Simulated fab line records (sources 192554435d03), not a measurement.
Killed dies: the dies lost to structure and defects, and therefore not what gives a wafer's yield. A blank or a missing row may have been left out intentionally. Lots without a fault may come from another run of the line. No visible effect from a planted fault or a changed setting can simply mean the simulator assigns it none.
Struck lot and sound lot, side by side	flow n5_finfet	40 steps out of a route of 1938
Sound: the wafers L664.2, L664.4, L664.5. Struck: wafer L677.5 (left out: L677.3, L677.4 of the same lot, which were not struck); the cause appears at the end.
Per side, at each step with rows, come the tool, then ch with its chambers, and then its first start. Under that, the readings that differ: sound wafers	struck wafers	difference of the means	sigmas: that difference in standard deviations of wafers without a fault.
alike: readings with means less than 2 such deviations apart, plus words and numbers identical on both sides. not compared: withheld readings, readings lacking a value on some wafer, bounds such as >300 that could conceal the same value, and numbers that have no deviation in the record and whose values overlap.
A row with sigmas, a row that says differs or no value, or rows on one side alone: a step with any of these is where the two part. Non-overlapping numbers with no deviation appear without sigmas and do not part them. Lack of a reading on every wafer of one side parts them only where that side has two or more wafers.

first, 12 steps without rows for these wafers: N5_HKMG_FIN_ETCH_54 (etches SiARC in CF4, target depth 45.5 nm, time 75.8 s); N5_HKMG_FIN_ETCH_55 (etches SOC in N2/H2, target depth 240 nm, time 300 s); N5_HKMG_FIN_STRIP_56 (strips in N2/H2); N5_HKMG_FIN_STRIP_57 (strips in CF4); N5_HKMG_FIN_ETCH_58 (etches SOC in N2/H2, target depth 215.8 nm, time 741 s); N5_HKMG_FIN_STRIP_93 (strips SOC in N2/H2, time 20 s); N5_HKMG_FIN_WET_ETCH_76 (etches Al2O3 in dNH4OH, stops on La2O3, target depth 2.25 nm, rinse time 30 s); N5_HKMG_FIN_STRIP_60 (strips in N2/H2, time 360 s); N5_HKMG_FIN_WET_ETCH_77 (etches La2O3 in dHCl, stops on HfO2, target depth 2 nm); N5_HKMG_FIN_WET_ETCH_78 (etches Al2O3 in dNH4OH, stops on La2O3, target depth 4.5 nm, rinse time 30 s); N5_HKMG_FIN_ALD_79 (deposits TiN, target thk 1.5 nm, pulse time 1 s, purge time 3 s); N5_HKMG_FIN_CVD_62 (deposits a-Si from Si2H6, target thk 3 nm, time 20.8 s).
N5_HKMG_FIN_RTA_80: time 2 s.
  sound on rtp_anneal-01 ch 0, day 5 23:31; struck on rtp_anneal-01 ch 0, day 9 05:52
then, 25 steps without rows for these wafers: N5_HKMG_FIN_PRECLEAN_64 (cleans in dHF, time 30 s); N5_HKMG_FIN_WET_ETCH_65 (etches a-Si in TMAH, stops on TiN, time 49 s, target depth 3 nm); N5_HKMG_FIN_WET_ETCH_81 (etches TiN in SC1, stops on HfO2, time 57 s, target depth 6 nm); N5_HKMG_FIN_WET_ETCH_82 (etches La2O3 in dHCl, stops on HfO2, target depth 2 nm, rinse time 30 s); N5_HKMG_FIN_ALD_36 (deposits TiN, target thk 1 nm, pulse time 1 s, purge time 3 s); N5_HKMG_FIN_PWFM_ALD_03 (deposits TiN, target thk 2 nm, pulse time 1 s, purge time 3 s); N5_HKMG_FIN_COAT_29 (time 60 s, resist thk 300 nm); N5_HKMG_FIN_COAT_30 (time 60 s, resist thk 35 nm); N5_HKMG_FIN_COAT_06 (resist thk 90 nm); N5_HKMG_FIN_EBR_08; N5_HKMG_FIN_SOFTBAKE_07 (time 60 s); N5_HKMG_FIN_EXPOSE_09 (exposes mask NWFM); N5_HKMG_FIN_PEB_10 (peb time 60 s); N5_HKMG_FIN_DEVELOP_11 (develop time 30 s); N5_HKMG_FIN_DESCUM_17 (chemistry O2, time 7.9 s); N5_HKMG_FIN_ETCH_31 (etches SiARC in CF4, target depth 45.5 nm, time 75.8 s); N5_HKMG_FIN_ETCH_32 (etches SOC in N2/H2, target depth 240 nm, time 300 s); N5_HKMG_FIN_STRIP_33 (strips in N2/H2); N5_HKMG_FIN_STRIP_34 (strips in CF4); N5_HKMG_FIN_ETCH_35 (etches SOC in N2/H2, target depth 215.8 nm, time 243.4 s); N5_HKMG_FIN_STRIP_92 (strips SOC in N2/H2, time 20 s); N5_HKMG_FIN_WET_ETCH_18 (etches TiN in SC1, time 55 s, target depth 5.2 nm, rinse time 30 s); N5_HKMG_FIN_STRIP_19 (strips in N2/H2, time 360 s); N5_HKMG_FIN_ALD_91 (deposits TiN, target thk 1 nm, pulse time 1 s, purge time 3 s); N5_HKMG_FIN_COAT_85 (time 60 s, resist thk 300 nm).
-- here the record skips 4 days between the struck wafers' starts before and after, leaving off in module HKMG_FIN and picking up in module BEOL_M4 (first step shown: number 1111 of the route) --
N5_BEOL_M4_RC_MEAS_101:
  sound on prober-01 ch 0, day 9 20:46; struck on prober-01 ch 0, day 13 05:57
reading	sound	struck	difference	sigmas
IOFF_P (nA/um)	0.179 0.180 0.168	0.089	-0.087	-3
IOFF_P_85C (nA/um)	3.2 3.2 3.0	1.8	-1.3	-3
IOFF_P_LIN (nA/um)	0.089 0.088 0.084	0.043	-0.044	-4
IOFF_P_LONG (nA/um)	9.8e-05 9.8e-05 9.7e-05	6.1e-05	-3.7e-05	-4
ION_N (uA/um)	663 659 648	676	+19	+2
ION_P (uA/um)	445 448 443	427	-18	-3
VT_N (mV)	253.2 254.3 254.9	248.0	-6.1	-2
VT_N_LVT (mV)	103.5 104.5 104.7	74.1	-30.1	-11
VT_P (mV)	-255 -257 -257	-273	-17	-5
VT_P_LONG (mV)	-275.9 -276.2 -280.1	-300.2	-22.8	-8
  alike: DIBL_N, DIBL_P, IGATE_N, IGATE_P, IOFF_N, SS_N, SS_P
-- the record jumps here: 4 days lie between the struck wafers' starts before and after (it left off in module BEOL_M4 and takes up again in module PASSIVATION, whose first step shown is number 1936 of the route) --
N5_PASSIVATION_PROBE_49:
  sound on prober-01 at day 14 08:01; struck on prober-01 at day 17 17:27
reading	sound	struck	difference	sigmas
defect_limited_yield (%)	91.9 93.8 91.8	88.5	-4.0	-3
killed_at_front_end	53 34 26	64	+26	+2
killed_dies	96 73 97	136	+47	+3
killed_open	65 44 76	89	+27	+2
killed_short	30 28 21	46	+20	+2
sort_bin_5_function (%)	4.4 3.7 4.4	6.2	+2.0	+2
sort_bin_6_memory (%)	3.4 1.8 3.6	4.9	+2.0	+3
sort_bin_8_speed (%)	0 0 0	28.98	+28.98	+99 or more
sort_n_pass	1084 1107 1083	702	-389	-22
sort_yield_pct (%)	91.9 93.8 91.8	59.5	-33.0	-22
  alike: killed_at_M0_to_M3, killed_at_M4_up, killed_at_contacts, killed_at_other

WHERE THEY PART
At N5_BEOL_M4_RC_MEAS_101 first; at N5_PASSIVATION_PROBE_49 last (within this record only).

WHY: whatever the simulator had introduced
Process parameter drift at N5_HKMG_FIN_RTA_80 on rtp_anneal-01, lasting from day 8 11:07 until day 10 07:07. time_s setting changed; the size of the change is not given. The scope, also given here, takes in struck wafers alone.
